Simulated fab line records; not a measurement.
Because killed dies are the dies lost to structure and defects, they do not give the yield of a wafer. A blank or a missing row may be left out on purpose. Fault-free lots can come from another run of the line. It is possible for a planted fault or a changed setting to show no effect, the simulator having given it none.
Lot-split experiment ; flow n5_finfet ; 39 wafers read across 7 lots, on a route 1938 steps long

== SPLIT DETAILS ==
At N5_SD_EPI_N_ETCH_45 (etches SiOCN in CH3F/O2, target depth 6 nm), the setting target_depth_a was moved away from the recipe's 60 angstrom on 15 of the 39 wafers read, by -11.8% to +12.2%. For the rest of the wafers, this setting stayed at what the recipe calls for.

The reading comes from the split's own step.

== THE READING ==
etch.depth_nm (the simulator's own value, which no gauge read), in nm, at N5_SD_EPI_N_ETCH_45 (etches SiOCN in CH3F/O2, target depth 6 nm). There is no usual value for it anywhere in the file. Average 6.072 nm, standard deviation 0.12 nm, over the 24 wafers here run with the recipe.

wafer;tool, chamber at the split;target_depth_a as run, angstrom;against the recipe;etch.depth_nm, nm;against lot-mates on the recipe
L075.1;rie_diel-04, 2;60;recipe;6.043;-
L075.2;rie_diel-04, 3;53.98;-10.0%;5.481;-0.514
L075.3;rie_diel-04, 1;53.98;-10.0%;5.361;-0.634
L075.4;rie_diel-04, 0;60;recipe;5.971;-
L075.5;rie_diel-04, 3;53.98;-10.0%;5.51;-0.485
L075.6;rie_diel-04, 0;60;recipe;5.97;-
L076.1;rie_diel-06, 1;60;recipe;6.287;-
L076.2;rie_diel-06, 0;60;recipe;6.117;-
L076.3;rie_diel-06, 3;60;recipe;6.049;-
L076.4;rie_diel-06, 0;60;recipe;6.078;-
L076.5;rie_diel-06, 1;60;recipe;6.268;-
L076.6;rie_diel-06, 3;60;recipe;6.052;-
L083.1;rie_diel-04, 1;60;recipe;5.827;-
L083.2;rie_diel-04, 3;60;recipe;6.103;-
L083.3;rie_diel-04, 2;52.89;-11.8%;5.344;-0.645
L083.4;rie_diel-04, 0;52.89;-11.8%;5.235;-0.754
L083.5;rie_diel-04, 2;60;recipe;6.037;-
L083.6;rie_diel-04, 1;52.89;-11.8%;5.104;-0.885
L085.1;rie_diel-06, 2;60;recipe;5.959;-
L085.2;rie_diel-06, 1;60;recipe;6.262;-
L085.3;rie_diel-06, 0;67.3;+12.2%;6.717;+0.557
L085.4;rie_diel-06, 3;67.3;+12.2%;6.7;+0.540
L085.5;rie_diel-06, 2;67.3;+12.2%;6.657;+0.497
L085.6;rie_diel-06, 1;60;recipe;6.259;-
L086.1;rie_diel-05, 2;67.24;+12.1%;6.979;+0.949
L086.2;rie_diel-05, 3;60;recipe;5.944;-
L086.3;rie_diel-05, 1;67.24;+12.1%;6.903;+0.873
L086.4;rie_diel-05, 0;60;recipe;6.01;-
L086.5;rie_diel-05, 0;67.24;+12.1%;6.715;+0.685
L086.6;rie_diel-05, 1;60;recipe;6.137;-
L088.1;rie_diel-06, 2;66.78;+11.3%;6.574;+0.481
L088.2;rie_diel-06, 0;60;recipe;6.048;-
L088.3;rie_diel-06, 3;60;recipe;5.954;-
L088.4;rie_diel-06, 1;66.78;+11.3%;6.984;+0.891
L088.5;rie_diel-06, 0;66.78;+11.3%;6.714;+0.621
L088.6;rie_diel-06, 1;60;recipe;6.277;-
L096.2;rie_diel-04, 3;60;recipe;6;-
L096.3;rie_diel-04, 0;60;recipe;6.007;-
L096.5;rie_diel-04, 3;60;recipe;6.079;-

THE FIT
A straight line over all 39 wafers: etch.depth_nm changes by +0.0624 nm for each +1% of target_depth_a; r = +0.96; the points scatter about the line by 0.13 nm.
The same after taking each lot's own level away (the mean of its wafers on the recipe; 39 wafers): +0.0583 nm for each +1%; r = +0.96; scatter 0.12 nm.
Per that fit: largest target_depth_a move, reading shift of 0.71 nm.
The span of the lots' own levels, 5.9890 to 6.1600 nm, comes to 1.4 times the standard deviation stated above.
Hence the lot-to-lot level has little effect on the slope; both slopes agree.
Check: +0.718 nm against its lot-mates is what the line predicts for one of the wafers moved furthest among these (+12.2%) when that wafer is left out of the fit. Against them it came out at +0.557 nm.

== THESE WAFERS: OTHER SPLITS ==
Note: prior to the reading, these wafers also went through further splits. Each is held against what the fit with the lots' levels taken away leaves over:
other split on the same wafers;wafers away from the commonest value;r with etch.depth_nm (lot level and that fit taken away)
N5_DUMMY_GATE_ETCH_37 source_w;15;+0.01
N5_DUMMY_GATE_ETCH_44 target_depth_a;12;-0.23

== THE FILE'S OWN FIT ==
etch.depth_nm changes by +0.0582 nm for each +1% of target_depth_a, r = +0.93.
